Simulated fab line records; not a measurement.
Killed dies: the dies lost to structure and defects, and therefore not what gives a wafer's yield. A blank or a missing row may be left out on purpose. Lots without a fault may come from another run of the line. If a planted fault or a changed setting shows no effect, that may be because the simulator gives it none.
Which tool is to blame? + flow n5-finfet + 21 wafers from 7 lots sampled at 7 of the route's 1938 steps

== WHAT EACH GAUGE READ, for each wafer ==
N5_BEOL_M4_RC_MEAS_101. Usual: DIBL_N 35.9 mV/V, standard deviation 1.4; DIBL_P 35.9 mV/V, standard deviation 1.7; IOFF_N 0.160 nA/um, standard deviation 0.026; IOFF_P 0.21 nA/um, standard deviation 0.036; ION_N 672 uA/um, standard deviation 11; ION_P 461 uA/um, standard deviation 8.1; SS_N 71.4 mV/dec, standard deviation 0.54; SS_P 73.2 mV/dec, standard deviation 0.67; VT_N 249.3 mV, standard deviation 2.7; VT_P -250 mV, standard deviation 3.9.
| lot  | measured     | on        | DIBL_N (mV/V)  | DIBL_P (mV/V)  | IOFF_N (nA/um)    | IOFF_P (nA/um) | ION_N (uA/um) | ION_P (uA/um) | SS_N (mV/dec)  | SS_P (mV/dec)  | VT_N (mV)         | VT_P (mV)      | flag |
|------|--------------|-----------|----------------|----------------|-------------------|----------------|---------------|---------------|----------------|----------------|-------------------|----------------|------|
| L461 | day 9 16:41  | prober-01 | 36.4 36.4 35.4 | 34.8 35.9 34.2 | 0.153 0.160 0.147 | 0.20 0.23 0.20 | 671 677 670   | 464 474 465   | 71.4 71.3 70.6 | 73.4 73.2 72.6 | 250.6 248.7 249.6 | -250 -247 -246 |      |
| L462 | day 10 06:41 | prober-02 | 36.4 34.8 36.5 | 37.4 35.2 36.9 | 0.167 0.132 0.172 | 0.19 0.16 0.20 | 688 673 679   | 457 456 463   | 70.5 71.3 70.6 | 74.0 73.0 73.3 | 249.1 249.8 248.2 | -254 -256 -251 |      |
| L464 | day 10 14:47 | prober-02 | 33.6           | 33.0           | 0.122             | 0.17           | 648           | 452           | 71.2           | 71.8           | 253.3             | -251           |      |
| L465 | day 10 16:13 | prober-01 | 35.7 32.5 36.7 | 36.3 31.9 37.0 | 0.153 0.104 0.161 | 0.19 0.14 0.20 | 676 658 663   | 455 448 452   | 70.7 70.6 71.4 | 74.0 72.7 74.8 | 248.6 258.3 250.6 | -255 -257 -255 |      |
| L468 | day 11 15:02 | prober-01 | 35.4 36.0      | 35.7 36.0      | 0.163 0.169       | 0.23 0.24      | 673 684       | 466 470       | 71.1 72.0      | 72.9 72.7      | 247.9 247.9       | -244 -246      |      |
| L475 | day 13 03:45 | prober-02 | 40.2 35.4 37.4 | 39.1 34.9 37.0 | 0.228 0.132 0.165 | 0.27 0.19 0.22 | 677 672 682   | 468 462 465   | 72.5 70.7 71.2 | 74.4 72.5 73.3 | 246.0 252.0 247.7 | -248 -254 -249 |      |
| L476 | day 13 21:41 | prober-01 | 36.2 35.4 34.2 | 37.0 37.1 34.5 | 0.186 0.171 0.136 | 0.23 0.22 0.18 | 670 690 660   | 458 465 451   | 72.1 71.6 71.1 | 73.9 74.4 72.8 | 245.1 248.0 251.7 | -248 -250 -253 |      |

== TOOL THAT RAN EACH LOT (tool first, then ch and the chambers of the sampled wafers, then the start) ==
| lot  | N5_GATE_CUT_VAPOR_ETCH_60        | N5_GATE_CUT_SAC_CAP_01           | N5_GATE_CUT_CMP_02            | N5_GATE_CUT_ETCH_37               | N5_GATE_CUT_HM_OPEN_40            | N5_GATE_CUT_ETCH_19               |
|------|----------------------------------|----------------------------------|-------------------------------|-----------------------------------|-----------------------------------|-----------------------------------|
| L461 | rie-metal-01 ch 0, day 6 04:19   | ald-sin-01 ch 1,2, day 6 04:47   | cmp-01 ch 0,1,2, day 6 07:03  | rie-diel-04 ch 0,1,3, day 6 08:11 | rie-diel-04 ch 0,1,3, day 6 08:16 | rie-diel-04 ch 0,1,3, day 6 08:23 |
| L462 | rie-metal-02 ch 0, day 6 11:40   | ald-sin-01 ch 0,2,3, day 6 12:04 | cmp-03 ch 1,3, day 6 14:19    | rie-diel-04 ch 2,3, day 6 15:11   | rie-diel-04 ch 2,3, day 6 15:17   | rie-diel-04 ch 2,3, day 6 15:24   |
| L464 | rie-metal-03 ch 0,1, day 6 20:47 | ald-sin-01 ch 0,1,2, day 6 22:01 | cmp-03 ch 0,2, day 7 00:19    | rie-diel-04 ch 0,1,2, day 7 01:18 | rie-diel-04 ch 0,1,2, day 7 01:23 | rie-diel-04 ch 0,1,2, day 7 01:31 |
| L465 | rie-metal-01 ch 0,1, day 7 05:29 | ald-sin-04 ch 2,3, day 7 05:58   | cmp-01 ch 0,1,2, day 7 08:19  | rie-diel-03 ch 0,1, day 7 09:30   | rie-diel-03 ch 0,1, day 7 09:35   | rie-diel-03 ch 0,1, day 7 09:42   |
| L468 | rie-metal-02 ch 0,1, day 7 19:36 | ald-sin-01 ch 0,1,2, day 7 19:59 | cmp-01 ch 0,1, day 7 22:17    | rie-diel-04 ch 1,2, day 7 23:16   | rie-diel-04 ch 1,2, day 7 23:20   | rie-diel-04 ch 1,2, day 7 23:28   |
| L475 | rie-metal-03 ch 1, day 9 14:55   | ald-sin-03 ch 0,2,3, day 9 15:16 | cmp-01 ch 0,1,2, day 9 17:37  | rie-diel-03 ch 0,2, day 9 18:32   | rie-diel-03 ch 0,2, day 9 18:37   | rie-diel-03 ch 0,2, day 9 18:44   |
| L476 | rie-metal-01 ch 0,1, day 9 22:22 | ald-sin-04 ch 2,3, day 9 22:56   | cmp-01 ch 0,1,3, day 10 01:17 | rie-diel-03 ch 0,1, day 10 02:12  | rie-diel-03 ch 0,1, day 10 02:17  | rie-diel-03 ch 0,1, day 10 02:25  |
- N5_GATE_CUT_VAPOR_ETCH_60: etches HfO2 in BCl3/Cl2.
- N5_GATE_CUT_SAC_CAP_01: material SiNx, target thk 24 nm, pulse time 1 s, ald cycles 480.
- N5_GATE_CUT_CMP_02: polishes, stops on SiO2, t overpolish 12.7 s, target thk 0 nm.
- N5_GATE_CUT_ETCH_37: etches SOC in N2/H2, target depth 60 nm, overetch 12 nm, time 90 s.
- N5_GATE_CUT_HM_OPEN_40: chemistry C4F6/O2, target SiO2, target depth 139 nm, time 85.1 s.
- N5_GATE_CUT_ETCH_19: etches SiNx in CH3F/O2, target depth 53.7 nm, time 76.7 s.

== WHAT THE TOOLS THEMSELVES READ (means of the sampled wafers that have a number; where no wafer has one, the mark that the record gives instead) ==
N5_GATE_CUT_VAPOR_ETCH_60. Usual: drypump-motor-current-A 5.3 A, standard deviation 0.34; oes-product-au 0.78 a.u., standard deviation 0.12.
| lot  | tool         | drypump-motor-current-A (A) | oes-product-au (a.u.) | flag |
|------|--------------|-----------------------------|-----------------------|------|
| L461 | rie-metal-01 | 5.8                         | 0.67                  |      |
| L462 | rie-metal-02 | 5.6                         | 0.87                  |      |
| L464 | rie-metal-03 | 5.1                         | 0.65                  |      |
| L465 | rie-metal-01 | 5.6                         | 0.73                  |      |
| L468 | rie-metal-02 | 5.4                         | 0.91                  |      |
| L475 | rie-metal-03 | 4.9                         | 0.96                  |      |
| L476 | rie-metal-01 | 5.6                         | 0.72                  |      |

N5_GATE_CUT_SAC_CAP_01. Usual: heater-power-w 841 W, standard deviation 94; precursor-pulse-height-rel 0.999, standard deviation 0.02; susceptor-temp-C 400.02 C, standard deviation 0.23.
| lot  | tool       | heater-power-w (W) | precursor-pulse-height-rel | susceptor-temp-C (C) | flag |
|------|------------|--------------------|----------------------------|----------------------|------|
| L461 | ald-sin-01 | 787                | 0.990                      | 399.79               |      |
| L462 | ald-sin-01 | 848                | 0.998                      | 400.15               |      |
| L464 | ald-sin-01 | 825                | 1.000                      | 400.14               |      |
| L465 | ald-sin-04 | 997                | 1.012                      | 400.30               |      |
| L468 | ald-sin-01 | 827                | 1.016                      | 399.86               |      |
| L475 | ald-sin-03 | 847                | 0.990                      | 400.12               |      |
| L476 | ald-sin-04 | 967                | 1.006                      | 400.00               |      |

N5_GATE_CUT_CMP_02. Usual: motor-current-A 8.8 A, standard deviation 0.95; overpolish-run-s 12.698 s, standard deviation 0.0096; time-to-endpoint-s 26 s, standard deviation 3.
| lot  | tool   | motor-current-A (A) | overpolish-run-s (s) | time-to-endpoint-s (s) | flag |
|------|--------|---------------------|----------------------|------------------------|------|
| L461 | cmp-01 | 8.6                 | 12.703               | 26                     |      |
| L462 | cmp-03 | 9.2                 | 12.689               | 24                     |      |
| L464 | cmp-03 | 10.2                | 12.702               | 20                     |      |
| L465 | cmp-01 | 8.6                 | 12.693               | 30                     |      |
| L468 | cmp-01 | 8.5                 | 12.693               | 31                     |      |
| L475 | cmp-01 | 8.8                 | 12.696               | 27                     |      |
| L476 | cmp-01 | 8.4                 | 12.707               | 27                     |      |

N5_GATE_CUT_ETCH_37. Usual: drypump-motor-current-A 5.8 A, standard deviation 0.42; h2-flow-sccm 200.0 sccm, standard deviation 0.66; oes-product-au 0.71 a.u., standard deviation 0.065; rf-vpp-V 525.2 V, standard deviation 2.4; showerhead-plenum-p-Torr 2.58 Torr, standard deviation 0.085; throttle-valve-pct 17.77 %, standard deviation 0.21.
| lot  | tool        | drypump-motor-current-A (A) | h2-flow-sccm (sccm) | oes-product-au (a.u.) | rf-vpp-V (V) | showerhead-plenum-p-Torr (Torr) | throttle-valve-pct (%) | flag |
|------|-------------|-----------------------------|---------------------|-----------------------|--------------|---------------------------------|------------------------|------|
| L461 | rie-diel-04 | 5.9                         | 199.8               | 0.65                  | 524.8        | 2.60                            | 17.75                  |      |
| L462 | rie-diel-04 | 5.7                         | 200.2               | 0.65                  | 526.3        | 2.63                            | 17.84                  |      |
| L464 | rie-diel-04 | 5.9                         | 200.2               | 0.56                  | 525.4        | 2.60                            | 17.83                  |      |
| L465 | rie-diel-03 | 5.9                         | 199.5               | 0.69                  | 523.3        | 2.51                            | 17.87                  |      |
| L468 | rie-diel-04 | 6.1                         | 199.9               | 0.61                  | 526.6        | 2.64                            | 17.69                  |      |
| L475 | rie-diel-03 | 5.6                         | 200.0               | 0.69                  | 523.7        | 2.54                            | 17.87                  |      |
| L476 | rie-diel-03 | 5.9                         | 199.6               | 0.67                  | 522.4        | 2.50                            | 17.90                  |      |

N5_GATE_CUT_HM_OPEN_40. Usual: drypump-motor-current-A 5.7 A, standard deviation 0.42; etch-rf-on-time-s 94.1 s, standard deviation 1.6; oes-product-au 0.71 a.u., standard deviation 0.067; rf-vpp-V 663 V, standard deviation 15; showerhead-plenum-p-Torr 2.89 Torr, standard deviation 0.088; throttle-valve-pct 20.93 %, standard deviation 0.29.
| lot  | tool        | drypump-motor-current-A (A) | etch-rf-on-time-s (s) | oes-product-au (a.u.) | rf-vpp-V (V) | showerhead-plenum-p-Torr (Torr) | throttle-valve-pct (%) | flag |
|------|-------------|-----------------------------|-----------------------|-----------------------|--------------|---------------------------------|------------------------|------|
| L461 | rie-diel-04 | 5.9                         | 93.9                  | 0.66                  | 672          | 2.90                            | 20.84                  |      |
| L462 | rie-diel-04 | 5.7                         | 93.9                  | 0.64                  | 669          | 2.92                            | 20.81                  |      |
| L464 | rie-diel-04 | 5.9                         | 173.8                 | 0.41                  | 678          | 2.92                            | 20.96                  | OFF  |
| L465 | rie-diel-03 | 5.9                         | 95.7                  | 0.68                  | 654          | 2.82                            | 21.01                  |      |
| L468 | rie-diel-04 | 6.1                         | 133.2                 | 0.54                  | 683          | 2.95                            | 20.77                  | OFF  |
| L475 | rie-diel-03 | 5.6                         | 95.6                  | 0.68                  | 659          | 2.85                            | 21.02                  |      |
| L476 | rie-diel-03 | 5.9                         | 95.6                  | 0.67                  | 653          | 2.81                            | 21.05                  |      |

N5_GATE_CUT_ETCH_19. Usual: CH3F_flow_sccm 30.00 sccm, standard deviation 0.086; drypump-motor-current-A 5.7 A, standard deviation 0.42; etch-rf-on-time-s 77.4 s, standard deviation 1.3; oes-product-au 0.67 a.u., standard deviation 0.064; rf-vpp-V 296 V, standard deviation 6.4; showerhead-plenum-p-Torr 2.04 Torr, standard deviation 0.065; throttle-valve-pct 16.33 %, standard deviation 0.28.
| lot  | tool        | CH3F_flow_sccm (sccm) | drypump-motor-current-A (A) | etch-rf-on-time-s (s) | oes-product-au (a.u.) | rf-vpp-V (V) | showerhead-plenum-p-Torr (Torr) | throttle-valve-pct (%) | flag |
|------|-------------|-----------------------|-----------------------------|-----------------------|-----------------------|--------------|---------------------------------|------------------------|------|
| L461 | rie-diel-04 | 29.97                 | 5.9                         | 76.7                  | 0.62                  | 300          | 2.04                            | 16.30                  |      |
| L462 | rie-diel-04 | 29.99                 | 5.7                         | 76.8                  | 0.61                  | 298          | 2.06                            | 16.30                  |      |
| L464 | rie-diel-04 | 30.06                 | 5.9                         | 152.9                 | 0.41                  | 303          | 2.05                            | 16.46                  | OFF  |
| L465 | rie-diel-03 | 30.07                 | 5.9                         | 78.8                  | 0.65                  | 292          | 1.97                            | 16.41                  |      |
| L468 | rie-diel-04 | 29.94                 | 6.1                         | 115.1                 | 0.51                  | 304          | 2.08                            | 16.26                  | OFF  |
| L475 | rie-diel-03 | 29.92                 | 5.6                         | 79.1                  | 0.64                  | 293          | 2.00                            | 16.43                  |      |
| L476 | rie-diel-03 | 29.91                 | 5.9                         | 78.7                  | 0.63                  | 291          | 1.97                            | 16.45                  |      |

== THE ANSWER, worked out from the rows above alone ==
Rule: a lot counts as off when the mean over its wafers that have a number is more than 3 standard deviations away from the usual mean. A lot without any number at a reading at which 4 lots or more have one is off too. The other lots that the step has rows for count as sound. After the gauges, taken in route order, come the tools' own readings; for these a lot's mean is taken, as printed above. The first step at which some lot is off is used, and at that step the reading that is off furthest; a lot without a number counts as furthest.
Off at N5_GATE_CUT_HM_OPEN_40 (etch-rf-on-time-s): L464, L468.
If a tool, at that step or one of the process steps before it, ran each lot that is off and ran no sound lot following the first of them, it fits. 2 tools fit, ald-sin-01 at N5_GATE_CUT_SAC_CAP_01 and rie-diel-04 at N5_GATE_CUT_ETCH_37 and N5_GATE_CUT_HM_OPEN_40, so this cannot tell which one it is.

== WHAT WAS PUT IN BY THE SIMULATOR ==
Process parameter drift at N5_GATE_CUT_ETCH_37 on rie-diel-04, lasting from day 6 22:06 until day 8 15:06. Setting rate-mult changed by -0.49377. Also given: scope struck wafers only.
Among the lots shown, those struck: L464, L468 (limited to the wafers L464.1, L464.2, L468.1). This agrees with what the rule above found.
